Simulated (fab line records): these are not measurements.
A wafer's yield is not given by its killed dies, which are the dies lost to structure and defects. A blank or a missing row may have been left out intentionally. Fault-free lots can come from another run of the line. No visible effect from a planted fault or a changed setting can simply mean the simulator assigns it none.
Chamber matching || flow nandHarc || pecvd-01 running NHARC_A_CONTACT_DEP_85: 3 sister chambers
The step deposits SiON, target thk 60 nm. 6 wafers are shown with their chamber, then 7 later ones without.

## WAFERS PAIRED WITH THEIR CHAMBERS
{"wafer": "L913.4", "chamber": 1, "heaterPowerW (W)": 550, "heaterPowerOuterW (W)": 335}
{"wafer": "L913.5", "chamber": 2, "heaterPowerW (W)": 695, "heaterPowerOuterW (W)": 406}
{"wafer": "L915.5", "chamber": 2, "heaterPowerW (W)": 789, "heaterPowerOuterW (W)": 482}
{"wafer": "L915.6", "chamber": 0, "heaterPowerW (W)": 870, "heaterPowerOuterW (W)": 517}
{"wafer": "L912.2", "chamber": 0, "heaterPowerW (W)": 867, "heaterPowerOuterW (W)": 530}
{"wafer": "L912.3", "chamber": 1, "heaterPowerW (W)": 609, "heaterPowerOuterW (W)": 379}

## WAFERS WITHOUT THEIR CHAMBER
{"wafer": "L912.4", "heaterPowerW (W)": 604, "heaterPowerOuterW (W)": 375}
{"wafer": "L916.2", "heaterPowerW (W)": 563, "heaterPowerOuterW (W)": 327}
{"wafer": "L916.4", "heaterPowerW (W)": 558, "heaterPowerOuterW (W)": 346}
{"wafer": "L916.6", "heaterPowerW (W)": 675, "heaterPowerOuterW (W)": 407}
{"wafer": "L925.2", "heaterPowerW (W)": 574, "heaterPowerOuterW (W)": 345}
{"wafer": "L925.4", "heaterPowerW (W)": 872, "heaterPowerOuterW (W)": 498}
{"wafer": "L925.5", "heaterPowerW (W)": 581, "heaterPowerOuterW (W)": 337}

## WHICH CHAMBER EACH WENT THROUGH
{"wafer": "L912.4", "from the rows above": 1, "in truth": 1}
{"wafer": "L916.2", "from the rows above": 1, "in truth": 1}
{"wafer": "L916.4", "from the rows above": 1, "in truth": 1}
{"wafer": "L916.6", "from the rows above": "can't be placed: 2 or 1", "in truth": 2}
{"wafer": "L925.2", "from the rows above": 1, "in truth": 1}
{"wafer": "L925.4", "from the rows above": 0, "in truth": 0}
{"wafer": "L925.5", "from the rows above": 1, "in truth": 1}
6 of 7 placed correctly. Not placeable from these rows: 1 (in 1, the candidates include the true chamber). Placed wrongly: 0.
How it was worked out, from the rows above alone: a wafer's distance from a chamber is the root of the sum, over the readings, of the square of ((its reading less the chamber's mean) divided by the reading's scatter). The wafer belongs to the nearest chamber; if the next one is less than 2 further off, it can't be placed. The mean given for a chamber averages the wafers shown for that chamber. The scatter: the root of (the sum of the squares of (reading less its chamber's mean) over the shown wafers, divided by (wafers less chambers)).
